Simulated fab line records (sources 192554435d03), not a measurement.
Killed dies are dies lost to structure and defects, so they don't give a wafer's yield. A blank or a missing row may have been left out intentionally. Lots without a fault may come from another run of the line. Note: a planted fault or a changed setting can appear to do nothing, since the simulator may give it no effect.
Matching of chambers	flow n5Finfet	rieDiel-01 running N5_MOL_CONTACT_COAG_DESCUM_13: 4 sister chambers
The step chemistry O2, time 7 s. 16 wafers are shown with their chamber, then 8 later ones without.

WAFERS WITH THEIR CHAMBER
wafer	chamber	throttleValvePct (%)	showerheadPlenumPTorr (Torr)	oesProductAu (a.u.)
L077.1	0	20.49	2.12	0.86
L077.4	2	20.57	2.13	0.83
L077.6	0	20.48	2.12	0.86
L081.1	2	20.57	2.12	0.82
L081.2	0	20.48	2.12	0.87
L081.6	1	20.24	2.13	0.96
L083.2	3	20.58	2.07	0.75
L083.4	1	20.23	2.13	0.95
L083.6	3	20.57	2.07	0.76
L090.3	0	20.51	2.12	0.83
L090.4	1	20.26	2.12	0.91
L090.6	2	20.62	2.12	0.80
L091.2	1	20.29	2.12	0.90
L091.5	0	20.51	2.11	0.83
L091.6	1	20.27	2.12	0.90
L092.3	0	20.51	2.11	0.83

SIGNATURES, as means of the wafers listed above
reading	chamber 0	chamber 1	chamber 2	chamber 3	scatter within a chamber
throttleValvePct	20.4967	20.2580	20.5867	20.5750	0.0207
showerheadPlenumPTorr	2.1167	2.1240	2.1233	2.0700	0.00516
oesProductAu	0.8467	0.9240	0.8167	0.7550	0.0215
Rule: distance of a wafer from a chamber = root of the sum over the readings of ((wafer's reading minus chamber's mean) / reading's scatter) squared. If the next closest chamber is less than 2 further off than the closest, the wafer can't be placed; otherwise it belongs to the closest. The scatter: take each reading less its chamber's mean, square it, sum over the shown wafers, divide by the number of wafers less the number of chambers, and take the root.

WAFERS WITH NO CHAMBER GIVEN
wafer	throttleValvePct (%)	showerheadPlenumPTorr (Torr)	oesProductAu (a.u.)
L092.5	20.61	2.11	0.81
L092.6	20.24	2.12	0.90
L095.2	20.63	2.11	0.80
L095.5	20.53	2.11	0.82
L095.6	20.26	2.12	0.89
L097.3	20.63	2.11	0.78
L097.4	20.29	2.12	0.87
L097.5	20.63	2.11	0.77

EACH ONE'S CHAMBER
wafer	from the rows above	in truth
L092.5	2	2
L092.6	1	1
L095.2	2	2
L095.5	can't be placed: 0 or 2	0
L095.6	1	1
L097.3	2	2
L097.4	1	1
L097.5	2	2
7 of 8 placed correctly. Can't be placed from these rows: 1 (the true chamber is among the candidates in 1). Placed wrongly: 0.
